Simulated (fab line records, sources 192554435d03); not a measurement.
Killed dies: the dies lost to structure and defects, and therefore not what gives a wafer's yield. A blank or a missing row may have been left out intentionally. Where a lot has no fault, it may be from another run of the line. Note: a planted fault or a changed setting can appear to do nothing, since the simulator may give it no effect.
Matching of chambers	flow n5_finfet	N5_GATE_CUT_SAC_CAP_01 on ald_sin-01: 4 sister chambers
The step material SiNx, target thk 24 nm, pulse time 1 s, ald cycles 480. 4 wafers are shown with their chamber, then 9 later ones without.

## WAFERS WITH THEIR CHAMBER
wafer	chamber	heater_power_w (W)
L086.2	1	778
L087.2	0	829
L087.5	2	752
L087.6	3	925

## WAFERS MISSING THEIR CHAMBER
wafer	heater_power_w (W)
L088.1	953
L088.2	758
L088.4	844
L092.3	756
L092.4	784
L092.5	832
L095.1	937
L095.4	931
L095.5	948

## WHICH CHAMBER EACH ONE RAN IN
wafer	from the rows above	in truth
L088.1	3	3
L088.2	can't be placed: 2 or 1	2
L088.4	0	0
L092.3	can't be placed: 2 or 1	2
L092.4	can't be placed: 1 or 2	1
L092.5	0	0
L095.1	3	3
L095.4	3	3
L095.5	3	3
Correct placement for 6 of the 9. Unplaceable from these rows: 3, with the true chamber sitting among the candidates in 3. Number placed wrongly: 0.
How it was worked out, from the rows above alone: a wafer's distance from a chamber is the root of the sum, over the readings, of the square of ((its reading less the chamber's mean) divided by the reading's scatter). The wafer belongs to the nearest chamber; if the next one is less than 2 further off, it can't be placed. The mean given for a chamber averages the wafers shown for that chamber. The scatter (one wafer shown for each chamber): square how far every hidden wafer sits from the nearest shown wafer, average those squares and take the square root.
